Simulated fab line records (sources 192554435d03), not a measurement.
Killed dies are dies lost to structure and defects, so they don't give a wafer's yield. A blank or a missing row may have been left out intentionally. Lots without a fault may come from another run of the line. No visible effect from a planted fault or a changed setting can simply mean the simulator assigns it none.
Which of the tools did it? + flow n5-finfet + 12 lots with 36 wafers sampled at 6 steps, on a route of 1938 steps

## WHAT EACH GAUGE READ, for each wafer
N5_BEOL_M4_CD_MEAS_18: pitch 36 nm, target cd 18 nm.
| lot  | measured     | on        | cd-nm (nm)        |
|------|--------------|-----------|-------------------|
| L074 | day 7 20:26  | cd-sem-02 | 17.78 17.87 18.18 |
| L076 | day 8 20:05  | cd-sem-02 | 18.22 18.02 18.20 |
| L079 | day 8 21:42  | cd-sem-01 | 19.07 18.56 18.20 |
| L082 | day 10 09:00 | cd-sem-02 | 18.59 18.29 18.41 |
| L083 | day 10 11:07 | cd-sem-03 | 17.63 18.01 17.80 |
| L084 | day 10 23:48 | cd-sem-03 | 17.88 18.25 18.04 |
| L088 | day 11 15:55 | cd-sem-02 | 17.79 17.85 18.45 |
| L092 | day 11 20:02 | cd-sem-03 | 17.59 17.93 17.98 |
| L090 | day 12 06:50 | cd-sem-02 | 18.00 17.81 18.29 |
| L094 | day 12 17:41 | cd-sem-02 | 18.63 17.69 17.56 |
| L096 | day 13 05:58 | cd-sem-03 | 17.99 18.32 18.46 |
| L095 | day 13 21:28 | cd-sem-03 | 17.96 17.48 17.95 |

## WHICH TOOL RAN EACH LOT (tool, then ch and the chambers of the sampled wafers, then the start)
| lot  | N5_BEOL_M3_ANNEAL_49         | N5_BEOL_M3_SPUTTER_79        | N5_BEOL_M3_ANNEAL_89         | N5_BEOL_M3_SPUTTER_90        | N5_BEOL_M4_ETCH_63                 |
|------|------------------------------|------------------------------|------------------------------|------------------------------|------------------------------------|
| L074 | pvd-sputter-01, day 7 15:28  | pvd-sputter-01, day 7 15:36  | pvd-sputter-01, day 7 16:20  | pvd-sputter-01, day 7 16:29  | rie-diel-05 ch 0,3, day 7 20:02    |
| L076 | pvd-sputter-02, day 8 14:25  | pvd-sputter-02, day 8 14:34  | pvd-sputter-02, day 8 15:22  | pvd-sputter-02, day 8 15:31  | rie-diel-01 ch 0,1, day 8 19:38    |
| L079 | pvd-sputter-02, day 8 17:19  | pvd-sputter-02, day 8 17:28  | pvd-sputter-02, day 8 18:12  | pvd-sputter-02, day 8 18:20  | rie-diel-01 ch 0,2,3, day 8 21:19  |
| L082 | pvd-sputter-03, day 10 02:25 | pvd-sputter-03, day 10 02:34 | pvd-sputter-03, day 10 03:18 | pvd-sputter-03, day 10 03:26 | rie-diel-05 ch 0,3, day 10 08:37   |
| L083 | pvd-sputter-03, day 10 07:11 | pvd-sputter-03, day 10 07:19 | pvd-sputter-03, day 10 08:04 | pvd-sputter-03, day 10 08:12 | rie-diel-05 ch 0,1,2, day 10 10:44 |
| L084 | pvd-sputter-03, day 10 18:16 | pvd-sputter-03, day 10 18:25 | pvd-sputter-03, day 10 19:09 | pvd-sputter-03, day 10 19:17 | rie-diel-04 ch 0,1, day 10 23:25   |
| L088 | pvd-sputter-03, day 11 11:31 | pvd-sputter-03, day 11 11:40 | pvd-sputter-03, day 11 12:24 | pvd-sputter-03, day 11 12:32 | rie-diel-01 ch 1,3, day 11 15:32   |
| L092 | pvd-sputter-02, day 11 15:37 | pvd-sputter-02, day 11 15:46 | pvd-sputter-02, day 11 16:30 | pvd-sputter-02, day 11 16:38 | rie-diel-01 ch 1,3, day 11 19:39   |
| L090 | pvd-sputter-03, day 12 00:22 | pvd-sputter-03, day 12 00:31 | pvd-sputter-03, day 12 01:15 | pvd-sputter-03, day 12 01:23 | rie-diel-05 ch 0,1,3, day 12 06:27 |
| L094 | pvd-sputter-01, day 12 11:02 | pvd-sputter-01, day 12 11:11 | pvd-sputter-01, day 12 11:55 | pvd-sputter-01, day 12 12:04 | rie-diel-04 ch 1,2,3, day 12 17:19 |
| L096 | pvd-sputter-02, day 12 23:55 | pvd-sputter-02, day 13 00:03 | pvd-sputter-02, day 13 00:47 | pvd-sputter-02, day 13 00:56 | rie-diel-05 ch 2,3, day 13 05:34   |
| L095 | pvd-sputter-03, day 13 15:57 | pvd-sputter-03, day 13 16:05 | pvd-sputter-03, day 13 16:50 | pvd-sputter-03, day 13 16:58 | rie-diel-04 ch 1,2,3, day 13 21:04 |
- N5_BEOL_M3_ANNEAL_49: time 240 s.
- N5_BEOL_M3_SPUTTER_79: material Cu, target thk 4.5 nm, time 8.29 s.
- N5_BEOL_M3_ANNEAL_89: time 240 s.
- N5_BEOL_M3_SPUTTER_90: material Cu, target thk 4.5 nm, time 8.29 s.
- N5_BEOL_M4_ETCH_63: etches SiARC in CF4, target depth 15.6 nm, time 26 s.

## THE ANSWER, worked out from the rows above alone
Rule: the lots themselves supply what counts as usual. The widest of any qualifying gaps counts: lots, ordered by their means at a reading, are off when they make up no more than a third of the lots, leave a main group of 4 or more, and stand apart from it by 3 or more times the standard deviation of that group's means. A main group whose means are all the same, to the digits that the tables above print for the reading, isn't used. A lot without any number at a reading at which 4 lots or more have one is off too. Any other lot the step has rows for is counted as sound.
Across all readings shown, no lot is off: no conclusion can be drawn from this.

## WHAT HAD BEEN PUT IN BY THE SIMULATOR
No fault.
